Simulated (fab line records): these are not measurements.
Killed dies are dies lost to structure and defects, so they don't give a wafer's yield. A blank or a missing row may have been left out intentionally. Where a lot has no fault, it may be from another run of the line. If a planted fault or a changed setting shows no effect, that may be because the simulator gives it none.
What tool caused it? :: flow nand_harc :: 11 lots, 33 wafers sampled, at 5 steps of a route of 1159

WHAT THE GAUGES SHOWED, per wafer
NHARC_END_SORT_01.
lot: L262
measured: day 20 03:15
on: prober-01
killed_at_array: 20 15 21
killed_at_other: 0 0 0
killed_at_periphery: 7 3 7
killed_dies: 27 18 28
killed_open: 1 2 4
killed_short: 0 1 4

lot: L264
measured: day 20 04:00
on: prober-02
killed_at_array: 14 15 18
killed_at_other: 0 0 0
killed_at_periphery: 6 3 8
killed_dies: 20 18 26
killed_open: 4 4 4
killed_short: 0 1 2

lot: L266
measured: day 20 19:39
on: prober-02
killed_at_array: 27 35 38
killed_at_other: 0 0 0
killed_at_periphery: 5 6 8
killed_dies: 32 41 46
killed_open: 2 7 4
killed_short: 3 1 1

lot: L268
measured: day 21 12:40
on: prober-01
killed_at_array: 13 15 8
killed_at_other: 0 0 0
killed_at_periphery: 10 10 9
killed_dies: 23 25 17
killed_open: 3 4 1
killed_short: 0 0 1

lot: L272
measured: day 21 19:50
on: prober-02
killed_at_array: 28 25 40
killed_at_other: 1 1 0
killed_at_periphery: 2 2 6
killed_dies: 31 28 46
killed_open: 1 3 6
killed_short: 1 4 3

lot: L274
measured: day 22 12:47
on: prober-01
killed_at_array: 24 24 21
killed_at_other: 0 0 1
killed_at_periphery: 3 6 7
killed_dies: 27 30 29
killed_open: 5 2 3
killed_short: 1 2 3

lot: L273
measured: day 22 15:07
on: prober-02
killed_at_array: 35 33 34
killed_at_other: 2 2 1
killed_at_periphery: 1 2 2
killed_dies: 38 37 37
killed_open: 4 4 2
killed_short: 2 5 1

lot: L278
measured: day 23 09:42
on: prober-01
killed_at_array: 27 71 25
killed_at_other: 0 1 2
killed_at_periphery: 7 7 4
killed_dies: 34 79 31
killed_open: 2 2 3
killed_short: 2 4 1

lot: L283
measured: day 24 09:05
on: prober-02
killed_at_array: 32 33 28
killed_at_other: 4 2 1
killed_at_periphery: 3 0 2
killed_dies: 39 35 31
killed_open: 6 5 0
killed_short: 1 2 2

lot: L284
measured: day 24 07:37
on: prober-01
killed_at_array: 34 28 34
killed_at_other: 0 1 1
killed_at_periphery: 2 3 6
killed_dies: 36 32 41
killed_open: 5 3 0
killed_short: 3 5 3

lot: L285
measured: day 25 15:38
on: prober-02
killed_at_array: 17 27 12
killed_at_other: 3 1 0
killed_at_periphery: 6 2 1
killed_dies: 26 30 13
killed_open: 5 9 2
killed_short: 1 1 2

WHICH TOOL RAN EACH LOT (tool, then ch and the chambers of the sampled wafers, then the start)
lot: L262
NHARC_A_CONTACT_ETCH_48: rie_diel-01 ch 1,2,3, day 16 08:25
NHARC_A_CONTACT_ETCH_49: rie_diel-01 ch 0,1,3, day 16 10:25 or earlier
NHARC_A_CONTACT_ETCH_50: rie_diel-01 ch 1,2,3, day 16 10:25 or earlier
NHARC_A_CONTACT_ETCH_113: har_cap_etch-01 ch 0,1, day 16 10:25

lot: L264
NHARC_A_CONTACT_ETCH_48: rie_diel-13 ch 0,3, day 16 18:31
NHARC_A_CONTACT_ETCH_49: rie_diel-13 ch 1,2,3, day 16 19:59 or earlier
NHARC_A_CONTACT_ETCH_50: rie_diel-13 ch 0,3, day 16 19:59 or earlier
NHARC_A_CONTACT_ETCH_113: har_cap_etch-03 ch 0,1, day 16 19:59

lot: L266
NHARC_A_CONTACT_ETCH_48: rie_diel-04 ch 0,3, day 17 18:31
NHARC_A_CONTACT_ETCH_49: rie_diel-04 ch 1,2, day 17 20:02 or earlier
NHARC_A_CONTACT_ETCH_50: rie_diel-04 ch 0,2,3, day 17 20:02 or earlier
NHARC_A_CONTACT_ETCH_113: har_cap_etch-03 ch 0,1, day 17 20:02

lot: L268
NHARC_A_CONTACT_ETCH_48: rie_diel-01 ch 0,1,2, day 18 14:10
NHARC_A_CONTACT_ETCH_49: rie_diel-01 ch 0,2,3, day 18 15:49 or earlier
NHARC_A_CONTACT_ETCH_50: rie_diel-01 ch 1,3, day 18 15:49 or earlier
NHARC_A_CONTACT_ETCH_113: har_cap_etch-03 ch 0,1, day 18 15:49

lot: L272
NHARC_A_CONTACT_ETCH_48: rie_diel-01 ch 1,2,3, day 18 20:39
NHARC_A_CONTACT_ETCH_49: rie_diel-01 ch 0,2,3, day 18 22:07 or earlier
NHARC_A_CONTACT_ETCH_50: rie_diel-01 ch 0,2,3, day 18 22:07 or earlier
NHARC_A_CONTACT_ETCH_113: har_cap_etch-02 ch 0,1, day 18 22:07

lot: L274
NHARC_A_CONTACT_ETCH_48: rie_diel-13 ch 0,3, day 19 11:58
NHARC_A_CONTACT_ETCH_49: rie_diel-13 ch 0,2,3, day 19 13:28 or earlier
NHARC_A_CONTACT_ETCH_50: rie_diel-13 ch 0,1,2, day 19 13:28 or earlier
NHARC_A_CONTACT_ETCH_113: har_cap_etch-02 ch 0,1, day 19 13:28

lot: L273
NHARC_A_CONTACT_ETCH_48: rie_diel-04 ch 1,2, day 19 14:07
NHARC_A_CONTACT_ETCH_49: rie_diel-04 ch 0,1,2, day 19 17:42 or earlier
NHARC_A_CONTACT_ETCH_50: rie_diel-04 ch 0,1,2, day 19 17:42 or earlier
NHARC_A_CONTACT_ETCH_113: har_cap_etch-02 ch 0,1, day 19 17:42

lot: L278
NHARC_A_CONTACT_ETCH_48: rie_diel-01 ch 1,2,3, day 20 02:01
NHARC_A_CONTACT_ETCH_49: rie_diel-01 ch 0,1, day 20 03:46 or earlier
NHARC_A_CONTACT_ETCH_50: rie_diel-01 ch 0,1, day 20 03:46 or earlier
NHARC_A_CONTACT_ETCH_113: har_cap_etch-01 ch 0,1, day 20 03:46

lot: L283
NHARC_A_CONTACT_ETCH_48: rie_diel-13 ch 1,2, day 21 05:58
NHARC_A_CONTACT_ETCH_49: rie_diel-13 ch 0,2,3, day 21 07:57 or earlier
NHARC_A_CONTACT_ETCH_50: rie_diel-13 ch 1,2, day 21 07:57 or earlier
NHARC_A_CONTACT_ETCH_113: har_cap_etch-01 ch 0,1, day 21 07:57

lot: L284
NHARC_A_CONTACT_ETCH_48: rie_diel-04 ch 0,1,3, day 21 07:38
NHARC_A_CONTACT_ETCH_49: rie_diel-04 ch 1,2,3, day 21 09:07 or earlier
NHARC_A_CONTACT_ETCH_50: rie_diel-04 ch 0,1,2, day 21 09:07 or earlier
NHARC_A_CONTACT_ETCH_113: har_cap_etch-02 ch 0,1, day 21 09:07

lot: L285
NHARC_A_CONTACT_ETCH_48: rie_diel-04 ch 0,2,3, day 22 13:26
NHARC_A_CONTACT_ETCH_49: rie_diel-04 ch 1,2,3, day 22 14:58 or earlier
NHARC_A_CONTACT_ETCH_50: rie_diel-04 ch 0,2,3, day 22 14:58 or earlier
NHARC_A_CONTACT_ETCH_113: har_cap_etch-01 ch 0,1, day 22 14:58
- NHARC_A_CONTACT_ETCH_48: etches the open film in CF4, target depth 39 nm, time 65 s.
- NHARC_A_CONTACT_ETCH_49: etches the open film in N2/H2, target depth 260 nm, time 475.3 s.
- NHARC_A_CONTACT_ETCH_50: etches the open film in CF4/CHF3, target depth 84.7 nm, time 42.4 s.
- NHARC_A_CONTACT_ETCH_113: etches the open film in C4F8/O2/Ar, time 94 s, target depth 922 nm.

AS READ BY THE TOOLS THEMSELVES (means over the sampled wafers that have a number; for cases with no such wafer, the mark the record gives instead)
NHARC_A_CONTACT_ETCH_48.
lot: L262
tool: rie_diel-01
drypump_motor_current_A (A): 5.4
mfc_ar_sccm (sccm): 0.004
oes_product_au (a.u.): 0.994
rf_vpp_V (V): 148.7
showerhead_plenum_p_Torr (Torr): 1.68
throttle_valve_pct (%): 13.286

lot: L264
tool: rie_diel-13
drypump_motor_current_A (A): 5.3
mfc_ar_sccm (sccm): 0.033
oes_product_au (a.u.): 1.004
rf_vpp_V (V): 150.8
showerhead_plenum_p_Torr (Torr): 1.74
throttle_valve_pct (%): 13.289

lot: L266
tool: rie_diel-04
drypump_motor_current_A (A): 6.0
mfc_ar_sccm (sccm): 0.005
oes_product_au (a.u.): 1.000
rf_vpp_V (V): 150.5
showerhead_plenum_p_Torr (Torr): 1.67
throttle_valve_pct (%): 13.286

lot: L268
tool: rie_diel-01
drypump_motor_current_A (A): 5.1
mfc_ar_sccm (sccm): 0.004
oes_product_au (a.u.): 0.992
rf_vpp_V (V): 151.3
showerhead_plenum_p_Torr (Torr): 1.74
throttle_valve_pct (%): 13.283

lot: L272
tool: rie_diel-01
drypump_motor_current_A (A): 5.4
mfc_ar_sccm (sccm): 0.004
oes_product_au (a.u.): 0.997
rf_vpp_V (V): 150.5
showerhead_plenum_p_Torr (Torr): 1.68
throttle_valve_pct (%): 13.281

lot: L274
tool: rie_diel-13
drypump_motor_current_A (A): 5.3
mfc_ar_sccm (sccm): 0.033
oes_product_au (a.u.): 0.998
rf_vpp_V (V): 152.2
showerhead_plenum_p_Torr (Torr): 1.73
throttle_valve_pct (%): 13.276

lot: L273
tool: rie_diel-04
drypump_motor_current_A (A): 6.4
mfc_ar_sccm (sccm): 0.009
oes_product_au (a.u.): 1.014
rf_vpp_V (V): 152.5
showerhead_plenum_p_Torr (Torr): 1.84
throttle_valve_pct (%): 13.278

lot: L278
tool: rie_diel-01
drypump_motor_current_A (A): 5.4
mfc_ar_sccm (sccm): 0.004
oes_product_au (a.u.): 0.952
rf_vpp_V (V): 149.6
showerhead_plenum_p_Torr (Torr): 1.68
throttle_valve_pct (%): 13.280

lot: L283
tool: rie_diel-13
drypump_motor_current_A (A): 6.1
mfc_ar_sccm (sccm): 0.013
oes_product_au (a.u.): 1.002
rf_vpp_V (V): 150.6
showerhead_plenum_p_Torr (Torr): 1.72
throttle_valve_pct (%): 13.280

lot: L284
tool: rie_diel-04
drypump_motor_current_A (A): 6.1
mfc_ar_sccm (sccm): 0.014
oes_product_au (a.u.): 1.010
rf_vpp_V (V): 151.6
showerhead_plenum_p_Torr (Torr): 1.78
throttle_valve_pct (%): 13.296

lot: L285
tool: rie_diel-04
drypump_motor_current_A (A): 6.1
mfc_ar_sccm (sccm): 0.005
oes_product_au (a.u.): 0.993
rf_vpp_V (V): 151.8
showerhead_plenum_p_Torr (Torr): 1.82
throttle_valve_pct (%): 13.285

NHARC_A_CONTACT_ETCH_49.
lot: L262
tool: rie_diel-01
drypump_motor_current_A (A): 5.3
mfc_ar_sccm (sccm): 0.000
oes_product_au (a.u.): 0.995
rf_vpp_V (V): 429
showerhead_plenum_p_Torr (Torr): 2.00
throttle_valve_pct (%): 14.167

lot: L264
tool: rie_diel-13
drypump_motor_current_A (A): 5.9
mfc_ar_sccm (sccm): 0.017
oes_product_au (a.u.): 0.993
rf_vpp_V (V): 430
showerhead_plenum_p_Torr (Torr): 2.05
throttle_valve_pct (%): 14.181

lot: L266
tool: rie_diel-04
drypump_motor_current_A (A): 6.5
mfc_ar_sccm (sccm): 0.017
oes_product_au (a.u.): 1.008
rf_vpp_V (V): 432
showerhead_plenum_p_Torr (Torr): 2.09
throttle_valve_pct (%): 14.171

lot: L268
tool: rie_diel-01
drypump_motor_current_A (A): 5.4
mfc_ar_sccm (sccm): 0.004
oes_product_au (a.u.): 1.008
rf_vpp_V (V): 429
showerhead_plenum_p_Torr (Torr): 1.98
throttle_valve_pct (%): 14.166

lot: L272
tool: rie_diel-01
drypump_motor_current_A (A): 5.4
mfc_ar_sccm (sccm): 0.004
oes_product_au (a.u.): 1.000
rf_vpp_V (V): 428
showerhead_plenum_p_Torr (Torr): 1.98
throttle_valve_pct (%): 14.176

lot: L274
tool: rie_diel-13
drypump_motor_current_A (A): 5.5
mfc_ar_sccm (sccm): 0.024
oes_product_au (a.u.): 0.993
rf_vpp_V (V): 430
showerhead_plenum_p_Torr (Torr): 2.02
throttle_valve_pct (%): 14.172

lot: L273
tool: rie_diel-04
drypump_motor_current_A (A): 6.2
mfc_ar_sccm (sccm): 0.014
oes_product_au (a.u.): 1.002
rf_vpp_V (V): 431
showerhead_plenum_p_Torr (Torr): 2.04
throttle_valve_pct (%): 14.166

lot: L278
tool: rie_diel-01
drypump_motor_current_A (A): 4.9
mfc_ar_sccm (sccm): 0.000
oes_product_au (a.u.): 0.995
rf_vpp_V (V): 431
showerhead_plenum_p_Torr (Torr): 2.07
throttle_valve_pct (%): 14.166

lot: L283
tool: rie_diel-13
drypump_motor_current_A (A): 5.5
mfc_ar_sccm (sccm): 0.024
oes_product_au (a.u.): 0.998
rf_vpp_V (V): 430
showerhead_plenum_p_Torr (Torr): 2.01
throttle_valve_pct (%): 14.174

lot: L284
tool: rie_diel-04
drypump_motor_current_A (A): 6.3
mfc_ar_sccm (sccm): 0.009
oes_product_au (a.u.): 0.996
rf_vpp_V (V): 431
showerhead_plenum_p_Torr (Torr): 2.04
throttle_valve_pct (%): 14.176

lot: L285
tool: rie_diel-04
drypump_motor_current_A (A): 6.4
mfc_ar_sccm (sccm): 0.009
oes_product_au (a.u.): 1.007
rf_vpp_V (V): 430
showerhead_plenum_p_Torr (Torr): 2.04
throttle_valve_pct (%): 14.172

NHARC_A_CONTACT_ETCH_50.
lot: L262
tool: rie_diel-01
drypump_motor_current_A (A): 5.4
mfc_ar_sccm (sccm): 0.004
oes_product_au (a.u.): 0.969
rf_vpp_V (V): 367.8
showerhead_plenum_p_Torr (Torr): 1.50
throttle_valve_pct (%): 16.814

lot: L264
tool: rie_diel-13
drypump_motor_current_A (A): 5.3
mfc_ar_sccm (sccm): 0.029
oes_product_au (a.u.): 0.925
rf_vpp_V (V): 372.5
showerhead_plenum_p_Torr (Torr): 1.61
throttle_valve_pct (%): 16.802

lot: L266
tool: rie_diel-04
drypump_motor_current_A (A): 6.1
mfc_ar_sccm (sccm): 0.005
oes_product_au (a.u.): 0.921
rf_vpp_V (V): 369.4
showerhead_plenum_p_Torr (Torr): 1.55
throttle_valve_pct (%): 16.805

lot: L268
tool: rie_diel-01
drypump_motor_current_A (A): 5.6
mfc_ar_sccm (sccm): 0.000
oes_product_au (a.u.): 0.933
rf_vpp_V (V): 368.0
showerhead_plenum_p_Torr (Torr): 1.49
throttle_valve_pct (%): 16.807

lot: L272
tool: rie_diel-01
drypump_motor_current_A (A): 5.4
mfc_ar_sccm (sccm): 0.004
oes_product_au (a.u.): 0.976
rf_vpp_V (V): 368.5
showerhead_plenum_p_Torr (Torr): 1.53
throttle_valve_pct (%): 16.801

lot: L274
tool: rie_diel-13
drypump_motor_current_A (A): 5.8
mfc_ar_sccm (sccm): 0.020
oes_product_au (a.u.): 0.929
rf_vpp_V (V): 368.3
showerhead_plenum_p_Torr (Torr): 1.52
throttle_valve_pct (%): 16.798

lot: L273
tool: rie_diel-04
drypump_motor_current_A (A): 6.2
mfc_ar_sccm (sccm): 0.014
oes_product_au (a.u.): 0.927
rf_vpp_V (V): 370.6
showerhead_plenum_p_Torr (Torr): 1.57
throttle_valve_pct (%): 16.804

lot: L278
tool: rie_diel-01
drypump_motor_current_A (A): 4.9
mfc_ar_sccm (sccm): 0.000
oes_product_au (a.u.): 0.960
rf_vpp_V (V): 371.9
showerhead_plenum_p_Torr (Torr): 1.60
throttle_valve_pct (%): 16.798

lot: L283
tool: rie_diel-13
drypump_motor_current_A (A): 6.1
mfc_ar_sccm (sccm): 0.013
oes_product_au (a.u.): 0.933
rf_vpp_V (V): 369.5
showerhead_plenum_p_Torr (Torr): 1.54
throttle_valve_pct (%): 16.797

lot: L284
tool: rie_diel-04
drypump_motor_current_A (A): 6.2
mfc_ar_sccm (sccm): 0.014
oes_product_au (a.u.): 0.966
rf_vpp_V (V): 373.5
showerhead_plenum_p_Torr (Torr): 1.65
throttle_valve_pct (%): 16.807

lot: L285
tool: rie_diel-04
drypump_motor_current_A (A): 6.1
mfc_ar_sccm (sccm): 0.005
oes_product_au (a.u.): 0.960
rf_vpp_V (V): 372.1
showerhead_plenum_p_Torr (Torr): 1.62
throttle_valve_pct (%): 16.807

THE ANSWER, worked out from the rows above alone
Rule: usual is defined by the lots themselves. The widest of any qualifying gaps counts: lots, ordered by their means at a reading, are off when they make up no more than a third of the lots, leave a main group of 4 or more, and stand apart from it by 3 or more times the standard deviation of that group's means. If all means in a main group match to the digits the tables above print for the reading, that group is not used. A lot without any number at a reading at which 4 lots or more have one is off too. The other lots that the step has rows for count as sound. Order of review: gauges by route order, followed by the tools' own readings, for which a lot's mean as printed above is used. The first step at which some lot is off is used, and at that step the reading that is off furthest; a lot without a number counts as furthest.
Off at NHARC_A_CONTACT_ETCH_48 (oes_product_au): L278. The main group: mean 1.000 a.u., standard deviation 0.0069.
A tool fits if, at that step or a process step before it, it ran every lot that is off, and no sound lot after the first of them. One fits: NHARC_A_CONTACT_ETCH_48 on rie_diel-01. A fault onset in the window from L272 (day 18 20:39, its last sound lot) to L278 (day 20 02:01, its first lot off) fits.
The tool's own readings at NHARC_A_CONTACT_ETCH_48 bear it out: on the lots that are off they differ by more than 5 times the standard deviation of the sound lots' means. oes_product_au reads 0.952 a.u. there against 1.000 a.u. on the sound lots.

WHAT THE SIMULATOR PUT IN
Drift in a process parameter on rie_diel-01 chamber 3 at NHARC_A_CONTACT_ETCH_48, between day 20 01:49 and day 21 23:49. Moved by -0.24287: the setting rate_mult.
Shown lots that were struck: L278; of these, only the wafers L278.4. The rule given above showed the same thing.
